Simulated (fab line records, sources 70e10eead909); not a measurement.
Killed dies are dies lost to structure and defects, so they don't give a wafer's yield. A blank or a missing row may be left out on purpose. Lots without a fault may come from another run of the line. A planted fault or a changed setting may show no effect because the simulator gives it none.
A struck lot beside a sound one | flow nand_harc | 14 steps out of a route of 1159
Sound: wafers L470.1, L470.3, L470.6. Struck: wafers L485.2, L485.5, L485.6. The cause comes at the end.
At each step with rows: each side's tool, then ch and its chambers, then its first start. Under that, the readings that differ: sound wafers | struck wafers | difference of the means | sigmas: that difference in standard deviations of wafers without a fault.
alike: readings whose means differ by less than 2 such deviations, and words and numbers that are the same on both sides. not compared: withheld readings, readings that some wafer has no value for, bounds like >300 that may hide the same value, and numbers for which the record gives no deviation and whose values overlap.
The two part at a step that has a row with sigmas, a row that says differs or no value, or rows on one side only. Numbers that don't overlap but have no deviation are shown without sigmas and don't part them. A reading that every wafer of one side lacks parts them only if that side has two wafers or more.

NHARC_A_M0_CMP_23: polishes, t overpolish 20 s, target thk 113.75 nm.
  sound on cmp-04 ch 0,3, day 18 08:53; struck on cmp-04 ch 1,2, day 22 15:37
  alike: motor_current_A, time_to_endpoint_s
NHARC_A_M0_THK_MEAS_24: measures by xrf.
  sound on film_metro-01, day 18 09:11; struck on film_metro-02, day 22 15:55
  alike: thk_nm
then, 1 step without rows for these wafers: NHARC_A_M0_SRD_25.
NHARC_A_M0_INSPECT_27:
  sound on defect_inspect-01, day 18 09:21; struck on defect_inspect-01, day 22 16:04
  alike: raw_defect_count
NHARC_A_M0_PRE_CLEAN_31: time 12 s.
  sound on pecvd-04 ch 0,1,2, day 18 09:25; struck on pecvd-01 ch 1,2, day 22 16:20
  alike: heater_power_w, rf_fwd_power_W
NHARC_A_M0_DEP_32: deposits SiCN, target thk 30 nm.
  sound on pecvd-04 ch 0,1,2, day 18 09:30; struck on pecvd-01 ch 1,2, day 22 16:27
  alike: heater_power_w, rf_fwd_power_W
then, 5 steps without rows for these wafers: NHARC_A_M1_DEP_00 (deposits SiOC, target thk 182.5 nm); NHARC_A_M1_DEHYDRATE_01 (time 120 s); NHARC_A_M1_HMDS_02 (time 30 s); NHARC_A_M1_COAT_34 (time 65 s); NHARC_A_M1_COAT_03 (resist thk 90 nm).
NHARC_A_M1_SOFTBAKE_04: time 55 s.
  sound on litho_track-01 ch 0, day 18 10:00; struck on litho_track-01 ch 0, day 22 17:00
  reading                  | sound                | struck               | difference | sigmas
  heater_power_total_W (W) | 188.34 188.36 188.73 | 192.95 192.94 192.65 | +4.37      | +34
  alike: exhaust_pa
then, 1 step without rows for these wafers: NHARC_A_M1_EBR_05.
NHARC_END_SORT_01:
  sound on prober-01 ch 0, day 20 07:37; struck on prober-01 ch 0, day 24 03:12
  reading         | sound | struck | difference | sigmas
  killed_at_other | 0 0 0 | 6 0 0  | +2         | +2
  alike: defect_limited_yield, killed_at_array, killed_at_periphery, killed_dies, killed_open, killed_short, sort_bin_2_pct, sort_bin_3_pct, sort_bin_4_pct, sort_n_pass, sort_rim_yield_pct, sort_yield_pct

WHERE THEY PART
First at NHARC_A_M1_SOFTBAKE_04; last, within this record, at NHARC_END_SORT_01.

WHY: what the simulator had put in
Process parameter drift: litho_track-01, from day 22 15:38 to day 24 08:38, at NHARC_A_M1_SOFTBAKE_04. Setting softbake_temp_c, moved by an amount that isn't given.
